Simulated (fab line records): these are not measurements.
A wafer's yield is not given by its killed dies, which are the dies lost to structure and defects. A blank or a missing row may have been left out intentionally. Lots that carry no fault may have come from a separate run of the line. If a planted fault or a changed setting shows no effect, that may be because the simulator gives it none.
Which tool did it? | flow n5Finfet | 12 lots, 36 wafers sampled, at 2 steps of a route of 1938

WHAT THE GAUGES READ, wafer by wafer
N5_PASSIVATION_CD_MEAS_44: target cd 40000 nm. Usual: cdNm at 40001 nm, with a standard deviation of 4.8.
lot  | measured     | on       | cdNm (nm)         | flag
L425 | day 11 19:33 | cdSem-03 | 40004 40002 40007 | 
L427 | day 11 20:26 | cdSem-01 | 40003 40000 40006 | 
L428 | day 12 20:17 | cdSem-02 | 40005 40005 40007 | 
L429 | day 13 04:10 | cdSem-01 | 40008 39998 40009 | 
L430 | day 13 01:29 | cdSem-02 | 39998 40003 40002 | 
L431 | day 13 23:49 | cdSem-02 | 40004 39991 39999 | 
L432 | day 13 12:26 | cdSem-01 | 39999 40002 39989 | 
L433 | day 14 00:28 | cdSem-02 | 39986 39996 39997 | 
L434 | day 14 04:41 | cdSem-02 | 40004 40001 40005 | 
L442 | day 16 05:48 | cdSem-01 | 40008 40007 40002 | 
L443 | day 17 06:13 | cdSem-01 | 40005 39998 39997 | 
L447 | day 18 09:09 | cdSem-01 | 40004 39998 40005 | 

EACH LOT AND THE TOOL THAT RAN IT (in order: tool; ch and the chambers of the sampled wafers; start)
lot  | N5_BEOL_M1_SPUTTER_81
L425 | pvdSputter-01, day 6 13:47
L427 | pvdSputter-01, day 6 16:11
L428 | pvdSputter-02, day 7 04:11
L429 | pvdSputter-01, day 7 11:26
L430 | pvdSputter-03, day 7 11:59
L431 | pvdSputter-03, day 7 17:47
L432 | pvdSputter-02, day 8 01:40
L433 | pvdSputter-02, day 8 09:41
L434 | pvdSputter-02, day 8 15:46
L442 | pvdSputter-02, day 10 09:31
L443 | pvdSputter-02, day 11 14:18
L447 | pvdSputter-01, day 12 03:50
- N5_BEOL_M1_SPUTTER_81: material Cu, target thk 4.5 nm, time 8.29 s.

WHAT THE TOOLS THEMSELVES READ (means of the sampled wafers that have a number; where no wafer has one, the mark that the record gives instead)
N5_BEOL_M1_SPUTTER_81. Usual: throttleValvePct at 29.9 %, with a standard deviation of 1.3.
lot  | tool          | throttleValvePct (%) | flag
L425 | pvdSputter-01 | 27.6                 | 
L427 | pvdSputter-01 | 28.1                 | 
L428 | pvdSputter-02 | 30.6                 | 
L429 | pvdSputter-01 | 27.9                 | 
L430 | pvdSputter-03 | 31.5                 | 
L431 | pvdSputter-03 | 31.4                 | 
L432 | pvdSputter-02 | 29.9                 | 
L433 | pvdSputter-02 | 30.3                 | 
L434 | pvdSputter-02 | 30.0                 | 
L442 | pvdSputter-02 | 30.5                 | 
L443 | pvdSputter-02 | 30.1                 | 
L447 | pvdSputter-01 | 27.8                 | 

THE ANSWER, worked out from the rows above alone
Rule: lot off if the mean of its wafers having a number is beyond 3 standard deviations from the usual mean. Also off: a lot with no number at a reading for which 4 or more lots have one. All remaining lots with rows at the step are treated as sound. First the gauges in route order, then the tools' own readings, where a lot's mean is used as printed above. The first step at which some lot is off is used, and at that step the reading that is off furthest; a lot without a number counts as furthest.
No lot is off on any of the readings shown, so nothing can be concluded from this.

WHAT WAS PUT IN BY THE SIMULATOR
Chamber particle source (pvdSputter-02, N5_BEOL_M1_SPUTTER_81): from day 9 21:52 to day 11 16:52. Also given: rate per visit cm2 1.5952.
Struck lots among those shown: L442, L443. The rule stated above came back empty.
